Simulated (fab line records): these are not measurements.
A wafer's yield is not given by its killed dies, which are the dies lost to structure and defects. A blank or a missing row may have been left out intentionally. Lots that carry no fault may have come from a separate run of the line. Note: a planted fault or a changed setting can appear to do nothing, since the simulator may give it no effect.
Which tool is to blame?	flow n5Finfet	at 1 step of a route of 1938, 12 lots with 36 wafers sampled

== WHAT EACH GAUGE READ, for each wafer ==
N5_BEOL_M4_OVL_MEAS_29.
lot	measured	on	V3_OVL (nm)
L075	day 7 14:05	overlay-02	1.1 0.0 0.5
L077	day 8 08:39	overlay-02	-1.0 -0.2 -1.1
L079	day 9 03:32	overlay-02	0.7 0.7 0.2
L081	day 9 13:24	overlay-01	0.4 0.5 0.8
L083	day 9 18:43	overlay-01	-1.6 -1.4 -2.1
L085	day 10 11:21	overlay-02	-0.8 1.0 0.5
L087	day 11 01:53	overlay-01	-0.2 0.6 0.8
L089	day 11 15:27	overlay-01	0.2 0.2 0.2
L093	day 12 00:22	overlay-01	0.0 1.3 0.5
L092	day 12 06:50	overlay-02	0.6 -0.3 -0.8
L095	day 13 14:58	overlay-02	-1.0 0.0 -0.7
L097	day 13 18:33	overlay-01	-0.3 0.2 -0.2

== EACH LOT AND THE TOOL THAT RAN IT (in order: tool; ch and the chambers of the sampled wafers; start) ==
The record shows no process step preceding these readings.

== THE ANSWER, worked out from the rows above alone ==
Rule: what is usual is taken from the lots themselves. The widest of any qualifying gaps counts: lots, ordered by their means at a reading, are off when they make up no more than a third of the lots, leave a main group of 4 or more, and stand apart from it by 3 or more times the standard deviation of that group's means. If all means in a main group match to the digits the tables above print for the reading, that group is not used. A lot without any number at a reading at which 4 lots or more have one is off too. All remaining lots with rows at the step are treated as sound.
Across all readings shown, no lot is off: no conclusion can be drawn from this.

== WHAT WAS PUT IN BY THE SIMULATOR ==
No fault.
